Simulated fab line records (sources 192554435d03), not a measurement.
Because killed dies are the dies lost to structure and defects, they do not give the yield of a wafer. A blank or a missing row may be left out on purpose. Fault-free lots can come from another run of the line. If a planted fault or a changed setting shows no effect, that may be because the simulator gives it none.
Which tool did it? ; flow n5_finfet ; 60 wafers from 20 lots sampled at 6 of the route's 1938 steps

## WHAT THE GAUGES SHOWED, per wafer
No reading from a measuring or inspecting step in the record can be judged against a usual standard deviation.

## EACH LOT AND THE TOOL THAT RAN IT (in order: tool; ch and the chambers of the sampled wafers; start)
lot;N5_BEOL_M2_DESCUM_33;N5_BEOL_M2_ETCHBACK_99;N5_BEOL_M2_VIA_ETCH_34;N5_BEOL_M2_STRIP_36;N5_BEOL_M2_PRE_CLEAN_45;N5_BEOL_M2_PRE_CLEAN_60
L074;rie_diel-03 ch 1,2, day 6 12:40;rie_diel-01 ch 2,3, day 6 15:53;rie_diel-01 ch 2,3, day 6 16:02;rie_diel-01 ch 2,3, day 6 16:06;pvd_sputter-02, day 6 16:40;cvd_co-02 ch 0,1, day 6 20:11
L075;rie_diel-05 ch 0,2, day 6 18:20;rie_diel-05 ch 0,1, day 6 18:37;rie_diel-05 ch 0,1, day 6 18:46;rie_diel-05 ch 0,1, day 6 18:49;pvd_sputter-01, day 6 19:36;cvd_co-01 ch 1,2, day 7 00:55
L076;rie_diel-03 ch 1,2,3, day 7 03:26;rie_diel-01 ch 1,2,3, day 7 09:13;rie_diel-01 ch 1,2,3, day 7 09:21;rie_diel-01 ch 1,2,3, day 7 09:25;pvd_sputter-01, day 7 10:12;cvd_co-01 ch 0,2, day 7 13:22
L077;rie_diel-01 ch 1,2,3, day 7 10:36;rie_diel-01 ch 1,2, day 7 12:25;rie_diel-01 ch 1,2, day 7 12:34;rie_diel-01 ch 1,2, day 7 12:38;pvd_sputter-02, day 7 13:12;cvd_co-02 ch 0,1,2, day 7 18:31
L078;rie_diel-05 ch 0,1, day 7 12:52;rie_diel-03 ch 0,2,3, day 7 18:00;rie_diel-03 ch 0,2,3, day 7 18:08;rie_diel-03 ch 0,2,3, day 7 18:12;pvd_sputter-03, day 7 19:37;cvd_co-02 ch 0,1, day 7 22:58
L079;rie_diel-01 ch 0,3, day 7 19:16;rie_diel-05 ch 0,1, day 7 20:40;rie_diel-05 ch 0,1, day 7 20:48;rie_diel-05 ch 0,1, day 7 20:52;pvd_sputter-03, day 7 21:41;cvd_co-02 ch 1,2, day 8 00:52
L080;rie_diel-05 ch 0,1, day 8 05:13;rie_diel-03 ch 0,2, day 8 11:56;rie_diel-03 ch 0,2, day 8 12:05;rie_diel-03 ch 0,2, day 8 12:08;pvd_sputter-02, day 8 12:56;cvd_co-02 ch 0,1,2, day 8 16:17
L083;rie_diel-05 ch 0,1,3, day 8 18:48;rie_diel-01 ch 0,1,3, day 9 01:16;rie_diel-01 ch 0,1,3, day 9 01:25;rie_diel-01 ch 0,1,3, day 9 01:28;pvd_sputter-03, day 9 02:17;cvd_co-02 ch 0,1,2, day 9 09:47
L082;rie_diel-01 ch 0,1, day 8 19:02;rie_diel-03 ch 0,2,3, day 9 15:14;rie_diel-03 ch 0,2,3, day 9 15:23;rie_diel-03 ch 0,2,3, day 9 15:26;pvd_sputter-03, day 9 16:21;cvd_co-01 ch 1,2, day 9 19:43
L084;rie_diel-05 ch 0,1,2, day 9 20:55;rie_diel-03 ch 0,2,3, day 10 02:53;rie_diel-03 ch 0,2,3, day 10 03:02;rie_diel-03 ch 0,2,3, day 10 03:05;pvd_sputter-02, day 10 04:14;cvd_co-02 ch 0,1,2, day 10 07:50
L085;rie_diel-05 ch 0,1, day 10 01:48;rie_diel-05 ch 1,2,3, day 10 08:17;rie_diel-05 ch 1,2,3, day 10 08:26;rie_diel-05 ch 1,2,3, day 10 08:29;pvd_sputter-01, day 10 09:10;cvd_co-02 ch 0,1,2, day 10 12:22
L086;rie_diel-03 ch 0,2,3, day 10 05:01;rie_diel-03 ch 0,1,3, day 10 08:24;rie_diel-03 ch 0,1,3, day 10 08:32;rie_diel-03 ch 0,1,3, day 10 08:36;pvd_sputter-01, day 10 09:15;cvd_co-02 ch 0,2, day 10 12:37
L087;rie_diel-05 ch 0,3, day 10 06:54;rie_diel-03 ch 0,1,3, day 10 08:47;rie_diel-03 ch 0,1,3, day 10 08:55;rie_diel-03 ch 0,1,3, day 10 08:59;pvd_sputter-03, day 10 09:49;cvd_co-01 ch 0,1, day 10 14:27
L088;rie_diel-05 ch 0,3, day 10 07:01;rie_diel-01 ch 0,1,2, day 10 14:47;rie_diel-01 ch 0,1,2, day 10 14:55;rie_diel-01 ch 0,1,2, day 10 14:59;pvd_sputter-02, day 10 15:32;cvd_co-02 ch 0,1,2, day 10 18:47
L090;rie_diel-03 ch 0,2,3, day 10 14:29;rie_diel-03 ch 2,3, day 10 19:41;rie_diel-03 ch 2,3, day 10 19:50;rie_diel-03 ch 2,3, day 10 19:53;pvd_sputter-02, day 10 20:41;cvd_co-02 ch 0,1, day 11 00:16
L092;rie_diel-05 ch 1,2,3, day 11 04:20;rie_diel-01 ch 0,1,3, day 11 07:37;rie_diel-01 ch 0,1,3, day 11 07:45;rie_diel-01 ch 0,1,3, day 11 07:49;pvd_sputter-01, day 11 08:29;cvd_co-01 ch 0,1,2, day 11 13:21
L093;rie_diel-01 ch 0,1, day 11 08:55;rie_diel-05 ch 0,3, day 11 14:07;rie_diel-05 ch 0,3, day 11 14:16;rie_diel-05 ch 0,3, day 11 14:20;pvd_sputter-01, day 11 14:55;cvd_co-01 ch 0,1, day 12 00:38
L094;rie_diel-01 ch 0,2,3, day 11 19:04;rie_diel-01 ch 0,2,3, day 12 08:52;rie_diel-01 ch 0,2,3, day 12 09:01;rie_diel-01 ch 0,2,3, day 12 09:05;pvd_sputter-01, day 12 10:08;cvd_co-01 ch 0,1,2, day 12 15:16
L095;rie_diel-01 ch 0,2,3, day 11 19:17;rie_diel-05 ch 0,1, day 12 15:55;rie_diel-05 ch 0,1, day 12 16:04;rie_diel-05 ch 0,1, day 12 16:07;pvd_sputter-01, day 12 16:53;cvd_co-01 ch 0,1, day 12 20:57
L097;rie_diel-03 ch 1,2,3, day 12 21:53;rie_diel-03 ch 0,3, day 12 22:44;rie_diel-03 ch 0,3, day 12 22:52;rie_diel-03 ch 0,3, day 12 22:56;pvd_sputter-03, day 12 23:25;cvd_co-02 ch 0,1,2, day 13 02:42
- N5_BEOL_M2_DESCUM_33: chemistry O2, time 7 s.
- N5_BEOL_M2_ETCHBACK_99: etches SiO2 in CHF3, target depth 5 nm, time 10.4 s.
- N5_BEOL_M2_VIA_ETCH_34: etches the open film in C4F6/O2, target depth 69.4 nm, time 65.9 s.
- N5_BEOL_M2_STRIP_36: strips in N2/H2.
- N5_BEOL_M2_PRE_CLEAN_45: time 30 s.
- N5_BEOL_M2_PRE_CLEAN_60: time 15 s.

## AS READ BY THE TOOLS THEMSELVES (means over the sampled wafers that have a number; for cases with no such wafer, the mark the record gives instead)
N5_BEOL_M2_DESCUM_33. Usual: value, then standard deviation, for each; drypump_motor_current_A 5.5 A / 0.44; o2_flow_sccm 225.0 sccm / 0.74; oes_product_au 0.81 a.u. / 0.092; rf_fwd_power_W 49.41 W / 0.2; rf_vpp_V 243.3 V / 1.6; showerhead_plenum_p_Torr 2.12 Torr / 0.083; throttle_valve_pct 20.48 % / 0.28.
lot;tool;drypump_motor_current_A (A);o2_flow_sccm (sccm);oes_product_au (a.u.);rf_fwd_power_W (W);rf_vpp_V (V);showerhead_plenum_p_Torr (Torr);throttle_valve_pct (%);flag
L074;rie_diel-03;5.4;225.6;0.77;49.24;242.9;2.04;20.35;
L075;rie_diel-05;5.0;224.9;0.83;49.56;243.6;2.12;20.30;
L076;rie_diel-03;5.5;225.3;0.80;49.36;243.9;2.13;20.33;
L077;rie_diel-01;5.5;224.5;0.73;49.30;243.2;2.10;20.75;
L078;rie_diel-05;5.3;225.7;0.82;49.38;241.9;2.08;20.50;
L079;rie_diel-01;5.7;224.4;0.91;49.33;244.0;2.14;20.37;
L080;rie_diel-05;5.0;225.7;0.85;49.53;242.5;2.11;20.33;
L083;rie_diel-05;5.6;225.3;0.85;49.29;242.8;2.09;20.31;
L082;rie_diel-01;5.3;226.0;0.76;49.54;244.2;2.16;20.72;
L084;rie_diel-05;5.3;224.8;0.76;49.51;243.2;2.08;20.52;
L085;rie_diel-05;5.3;224.0;0.80;49.37;241.8;2.07;20.54;
L086;rie_diel-03;5.6;226.0;0.79;49.36;243.0;2.13;20.49;
L087;rie_diel-05;5.8;225.0;0.86;49.44;242.9;2.09;20.10;
L088;rie_diel-05;5.8;224.1;0.87;49.56;243.1;2.09;20.09;
L090;rie_diel-03;5.6;224.5;0.79;49.59;243.9;2.13;20.49;
L092;rie_diel-05;5.8;225.5;0.76;49.47;242.5;2.06;20.50;
L093;rie_diel-01;5.5;224.9;0.81;49.49;243.8;2.14;20.62;
L094;rie_diel-01;5.8;225.0;0.85;49.30;244.0;2.17;20.50;
L095;rie_diel-01;5.8;224.9;0.85;49.28;244.8;2.17;20.51;
L097;rie_diel-03;5.5;225.0;0.82;49.27;244.7;2.20;20.30;

N5_BEOL_M2_ETCHBACK_99. Usual: CHF3_flow_sccm 12.00 sccm, standard deviation 0.039; drypump_motor_current_A 5.5 A, standard deviation 0.41; oes_product_au 0.81 a.u., standard deviation 0.091; rf_fwd_power_W 212.5 W, standard deviation 0.85; rf_vpp_V 242 V, standard deviation 7.3; showerhead_plenum_p_Torr 2.20 Torr, standard deviation 0.089; throttle_valve_pct 17.11 %, standard deviation 0.26.
lot;tool;CHF3_flow_sccm (sccm);drypump_motor_current_A (A);oes_product_au (a.u.);rf_fwd_power_W (W);rf_vpp_V (V);showerhead_plenum_p_Torr (Torr);throttle_valve_pct (%);flag
L074;rie_diel-01;12.02;5.8;0.73;212.2;237;2.09;17.32;
L075;rie_diel-05;11.97;5.3;0.84;212.6;247;2.12;16.97;
L076;rie_diel-01;11.99;5.5;0.73;212.5;236;2.15;17.28;
L077;rie_diel-01;11.98;5.3;0.69;212.2;231;2.16;17.48;
L078;rie_diel-03;11.97;5.6;0.82;212.3;247;2.21;17.12;
L079;rie_diel-05;11.99;5.0;0.85;213.1;241;2.16;16.90;
L080;rie_diel-03;12.01;5.7;0.78;213.5;242;2.14;17.32;
L083;rie_diel-01;12.00;5.5;0.79;213.1;238;2.20;17.14;
L082;rie_diel-03;12.03;5.6;0.80;212.7;246;2.20;17.16;
L084;rie_diel-03;11.95;5.6;0.79;212.7;245;2.20;17.16;
L085;rie_diel-05;12.02;5.9;0.77;213.2;244;2.10;17.01;
L086;rie_diel-03;11.96;5.3;0.80;212.1;244;2.21;17.20;
L087;rie_diel-03;12.04;5.3;0.81;212.4;244;2.21;17.21;
L088;rie_diel-01;11.98;5.6;0.84;212.7;235;2.24;17.22;
L090;rie_diel-03;12.02;5.8;0.84;211.6;248;2.28;16.95;
L092;rie_diel-01;12.00;5.5;0.77;211.8;238;2.19;17.17;
L093;rie_diel-05;12.01;5.2;0.84;212.8;239;2.18;16.84;
L094;rie_diel-01;12.02;5.8;0.84;212.1;239;2.22;17.07;
L095;rie_diel-05;12.02;5.3;0.77;213.2;248;2.10;17.06;
L097;rie_diel-03;11.96;5.4;0.74;211.9;247;2.18;17.25;

N5_BEOL_M2_VIA_ETCH_34. Usual: drypump_motor_current_A 5.6 A, standard deviation 0.41; oes_product_au 0.81 a.u., standard deviation 0.091; rf_fwd_power_W 347.0 W, standard deviation 1.3; rf_vpp_V 668 V, standard deviation 20; showerhead_plenum_p_Torr 2.90 Torr, standard deviation 0.11; throttle_valve_pct 30.9 %, standard deviation 0.35.
lot;tool;drypump_motor_current_A (A);oes_product_au (a.u.);rf_fwd_power_W (W);rf_vpp_V (V);showerhead_plenum_p_Torr (Torr);throttle_valve_pct (%);flag
L074;rie_diel-01;5.8;0.73;348.2;656;2.76;31.0;
L075;rie_diel-05;5.3;0.84;347.5;685;2.80;30.6;
L076;rie_diel-01;5.5;0.72;347.2;653;2.83;31.0;
L077;rie_diel-01;5.3;0.69;347.3;640;2.85;31.4;
L078;rie_diel-03;5.6;0.81;347.0;680;2.92;31.0;
L079;rie_diel-05;5.0;0.85;346.2;668;2.85;30.5;
L080;rie_diel-03;5.7;0.77;347.7;668;2.83;31.2;
L083;rie_diel-01;5.5;0.79;346.6;656;2.90;31.0;
L082;rie_diel-03;5.6;0.80;347.5;679;2.91;31.0;
L084;rie_diel-03;5.6;0.79;346.6;679;2.91;31.0;
L085;rie_diel-05;5.9;0.78;346.8;675;2.77;30.6;
L086;rie_diel-03;5.3;0.80;346.3;677;2.91;31.0;
L087;rie_diel-03;5.3;0.81;346.1;677;2.91;31.0;
L088;rie_diel-01;5.6;0.84;347.1;650;2.96;31.1;
L090;rie_diel-03;5.8;0.84;347.8;688;3.01;30.7;
L092;rie_diel-01;5.5;0.77;346.0;655;2.90;31.0;
L093;rie_diel-05;5.2;0.84;348.7;661;2.87;30.6;
L094;rie_diel-01;5.8;0.84;347.0;663;2.93;30.8;
L095;rie_diel-05;5.3;0.78;349.5;683;2.78;30.7;
L097;rie_diel-03;5.4;0.73;346.8;682;2.88;31.1;

N5_BEOL_M2_STRIP_36. Usual: drypump_motor_current_A 5.6 A, standard deviation 0.41; oes_product_au 0.80 a.u., standard deviation 0.091; power_w 450.0 W, standard deviation 1.3; rf_vpp_V 59.2 V, standard deviation 1.4; showerhead_plenum_p_Torr 2.57 Torr, standard deviation 0.1; throttle_valve_pct 23.5 %, standard deviation 0.58.
lot;tool;drypump_motor_current_A (A);oes_product_au (a.u.);power_w (W);rf_vpp_V (V);showerhead_plenum_p_Torr (Torr);throttle_valve_pct (%);flag
L074;rie_diel-01;5.8;0.72;450.8;59.3;2.43;23.5;
L075;rie_diel-05;5.3;0.82;450.8;58.4;2.49;23.3;
L076;rie_diel-01;5.5;0.73;450.6;59.6;2.52;23.8;
L077;rie_diel-01;5.3;0.68;448.8;60.3;2.54;24.3;
L078;rie_diel-03;5.6;0.80;450.7;58.7;2.58;23.5;
L079;rie_diel-05;5.0;0.85;450.5;60.0;2.54;23.2;
L080;rie_diel-03;5.7;0.77;450.2;58.0;2.50;23.9;
L083;rie_diel-01;5.5;0.79;448.9;58.7;2.58;23.8;
L082;rie_diel-03;5.6;0.79;450.1;59.5;2.58;23.5;
L084;rie_diel-03;5.6;0.79;449.8;60.0;2.58;23.6;
L085;rie_diel-05;5.9;0.77;449.6;59.4;2.45;23.2;
L086;rie_diel-03;5.3;0.80;448.9;59.4;2.59;23.8;
L087;rie_diel-03;5.3;0.80;449.5;59.8;2.59;23.8;
L088;rie_diel-01;5.6;0.83;449.8;60.7;2.63;23.9;
L090;rie_diel-03;5.8;0.83;451.3;57.3;2.65;23.1;
L092;rie_diel-01;5.5;0.77;449.5;58.9;2.58;23.9;
L093;rie_diel-05;5.2;0.85;450.1;59.7;2.54;23.0;
L094;rie_diel-01;5.8;0.85;449.4;59.6;2.59;23.4;
L095;rie_diel-05;5.3;0.77;450.7;57.8;2.47;23.4;
L097;rie_diel-03;5.4;0.73;450.5;58.5;2.56;23.6;

N5_BEOL_M2_PRE_CLEAN_45. Usual: heater_power_w 325 W, standard deviation 33.
lot;tool;heater_power_w (W);flag
L074;pvd_sputter-02;344;
L075;pvd_sputter-01;333;
L076;pvd_sputter-01;350;
L077;pvd_sputter-02;311;
L078;pvd_sputter-03;343;
L079;pvd_sputter-03;314;
L080;pvd_sputter-02;339;
L083;pvd_sputter-03;298;
L082;pvd_sputter-03;282;
L084;pvd_sputter-02;330;
L085;pvd_sputter-01;356;
L086;pvd_sputter-01;344;
L087;pvd_sputter-03;355;
L088;pvd_sputter-02;321;
L090;pvd_sputter-02;338;
L092;pvd_sputter-01;340;
L093;pvd_sputter-01;351;
L094;pvd_sputter-01;343;
L095;pvd_sputter-01;336;
L097;pvd_sputter-03;299;

N5_BEOL_M2_PRE_CLEAN_60. Usual: heater_power_outer_w 21 W, standard deviation 11; heater_power_w 86 W, standard deviation 22; rf_fwd_power_W 296.6 W, standard deviation 1.6.
lot;tool;heater_power_outer_w (W);heater_power_w (W);rf_fwd_power_W (W);flag
L074;cvd_co-02;15;73;297.2;
L075;cvd_co-01;33;113;295.5;
L076;cvd_co-01;24;93;295.4;
L077;cvd_co-02;13;72;296.6;
L078;cvd_co-02;12;70;296.0;
L079;cvd_co-02;14;73;298.1;
L080;cvd_co-02;14;72;297.1;
L083;cvd_co-02;13;72;295.9;
L082;cvd_co-01;41;125;297.1;
L084;cvd_co-02;14;72;296.7;
L085;cvd_co-02;14;72;297.1;
L086;cvd_co-02;11;70;294.7;
L087;cvd_co-01;31;104;296.3;
L088;cvd_co-02;14;72;295.9;
L090;cvd_co-02;13;70;295.9;
L092;cvd_co-01;32;109;295.7;
L093;cvd_co-01;32;105;297.0;
L094;cvd_co-01;33;111;296.5;
L095;cvd_co-01;32;104;296.1;
L097;cvd_co-02;14;73;296.9;

## THE ANSWER, worked out from the rows above alone
Rule: lot off if the mean of its wafers having a number is beyond 3 standard deviations from the usual mean. Also off: a lot with no number at a reading for which 4 or more lots have one. Where the step has rows for the other lots, those lots are counted as sound. After the gauges, taken in route order, come the tools' own readings; for these a lot's mean is taken, as printed above. The first step at which some lot is off is used, and at that step the reading that is off furthest; a lot without a number counts as furthest.
No lot is off on any of the readings shown, so nothing can be concluded from this.

## WHAT THE SIMULATOR HAD PUT IN
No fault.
